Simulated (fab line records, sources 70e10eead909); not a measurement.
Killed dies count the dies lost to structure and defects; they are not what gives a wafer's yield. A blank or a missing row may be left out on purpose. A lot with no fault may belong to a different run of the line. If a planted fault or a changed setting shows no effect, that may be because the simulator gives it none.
Matching of chambers || flow nand harc || NHARC_A_CHANNEL_HOLE_D1_DEP_01 on pecvd-04 has 3 sister chambers
The step deposits SiON, target thk 140 nm. 18 wafers are shown with their chamber, then 9 later ones without.

== WAFERS PAIRED WITH THEIR CHAMBERS ==
{"wafer": "L074.2", "chamber": 2, "heater power w (W)": 786, "chamber pressure Torr (Torr)": 3.498}
{"wafer": "L074.3", "chamber": 0, "heater power w (W)": 938, "chamber pressure Torr (Torr)": 3.495}
{"wafer": "L074.5", "chamber": 0, "heater power w (W)": 942, "chamber pressure Torr (Torr)": 3.488}
{"wafer": "L075.1", "chamber": 2, "heater power w (W)": 772, "chamber pressure Torr (Torr)": 3.488}
{"wafer": "L075.2", "chamber": 0, "heater power w (W)": 948, "chamber pressure Torr (Torr)": 3.493}
{"wafer": "L075.4", "chamber": 1, "heater power w (W)": 768, "chamber pressure Torr (Torr)": 3.500}
{"wafer": "L077.2", "chamber": 0, "heater power w (W)": 815, "chamber pressure Torr (Torr)": 3.492}
{"wafer": "L077.5", "chamber": 0, "heater power w (W)": 807, "chamber pressure Torr (Torr)": 3.504}
{"wafer": "L077.6", "chamber": 1, "heater power w (W)": 773, "chamber pressure Torr (Torr)": 3.493}
{"wafer": "L076.1", "chamber": 1, "heater power w (W)": 738, "chamber pressure Torr (Torr)": 3.491}
{"wafer": "L076.2", "chamber": 0, "heater power w (W)": 920, "chamber pressure Torr (Torr)": 3.509}
{"wafer": "L076.6", "chamber": 0, "heater power w (W)": 927, "chamber pressure Torr (Torr)": 3.499}
{"wafer": "L080.2", "chamber": 0, "heater power w (W)": 918, "chamber pressure Torr (Torr)": 3.503}
{"wafer": "L080.3", "chamber": 2, "heater power w (W)": 707, "chamber pressure Torr (Torr)": 3.497}
{"wafer": "L080.5", "chamber": 2, "heater power w (W)": 726, "chamber pressure Torr (Torr)": 3.494}
{"wafer": "L087.3", "chamber": 1, "heater power w (W)": 742, "chamber pressure Torr (Torr)": 3.492}
{"wafer": "L087.4", "chamber": 0, "heater power w (W)": 882, "chamber pressure Torr (Torr)": 3.504}
{"wafer": "L087.6", "chamber": 2, "heater power w (W)": 754, "chamber pressure Torr (Torr)": 3.487}

SIGNATURES (means of the wafers above)
{"reading": "heater power w", "chamber 0": 899.67, "chamber 1": 755.25, "chamber 2": 749.00, "scatter within a chamber": 43.5}
{"reading": "chamber pressure Torr", "chamber 0": 3.49856, "chamber 1": 3.49400, "chamber 2": 3.49280, "scatter within a chamber": 0.00599}
Rule: distance of a wafer from a chamber = root of the sum over the readings of ((wafer's reading minus chamber's mean) / reading's scatter) squared. If the next closest chamber is less than 2 further off than the closest, the wafer can't be placed; otherwise it belongs to the closest. How the scatter is found: for the shown wafers, subtract from each reading the mean of its chamber, square and add these, divide the total by (wafers less chambers), then take the root.

== WAFERS MISSING THEIR CHAMBER ==
{"wafer": "L086.1", "heater power w (W)": 871, "chamber pressure Torr (Torr)": 3.506}
{"wafer": "L086.5", "heater power w (W)": 727, "chamber pressure Torr (Torr)": 3.512}
{"wafer": "L086.6", "heater power w (W)": 691, "chamber pressure Torr (Torr)": 3.486}
{"wafer": "L089.3", "heater power w (W)": 849, "chamber pressure Torr (Torr)": 3.493}
{"wafer": "L089.4", "heater power w (W)": 808, "chamber pressure Torr (Torr)": 3.507}
{"wafer": "L089.6", "heater power w (W)": 862, "chamber pressure Torr (Torr)": 3.499}
{"wafer": "L094.1", "heater power w (W)": 774, "chamber pressure Torr (Torr)": 3.485}
{"wafer": "L094.2", "heater power w (W)": 809, "chamber pressure Torr (Torr)": 3.490}
{"wafer": "L094.3", "heater power w (W)": 901, "chamber pressure Torr (Torr)": 3.505}

== WHICH CHAMBER EACH WENT THROUGH ==
{"wafer": "L086.1", "from the rows above": "can't be placed: 0 or 1", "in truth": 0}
{"wafer": "L086.5", "from the rows above": "can't be placed: 1 or 2 or 0", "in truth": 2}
{"wafer": "L086.6", "from the rows above": "can't be placed: 2 or 1", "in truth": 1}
{"wafer": "L089.3", "from the rows above": "can't be placed: 0 or 1 or 2", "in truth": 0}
{"wafer": "L089.4", "from the rows above": "can't be placed: 1 or 0 or 2", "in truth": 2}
{"wafer": "L089.6", "from the rows above": "can't be placed: 0 or 1 or 2", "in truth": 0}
{"wafer": "L094.1", "from the rows above": "can't be placed: 2 or 1", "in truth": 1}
{"wafer": "L094.2", "from the rows above": "can't be placed: 1 or 2 or 0", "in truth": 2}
{"wafer": "L094.3", "from the rows above": 0, "in truth": 0}
Placed correctly: 1 of 9. These rows do not allow placing 8 (true chamber among the candidates in 8). 0 placed wrongly.
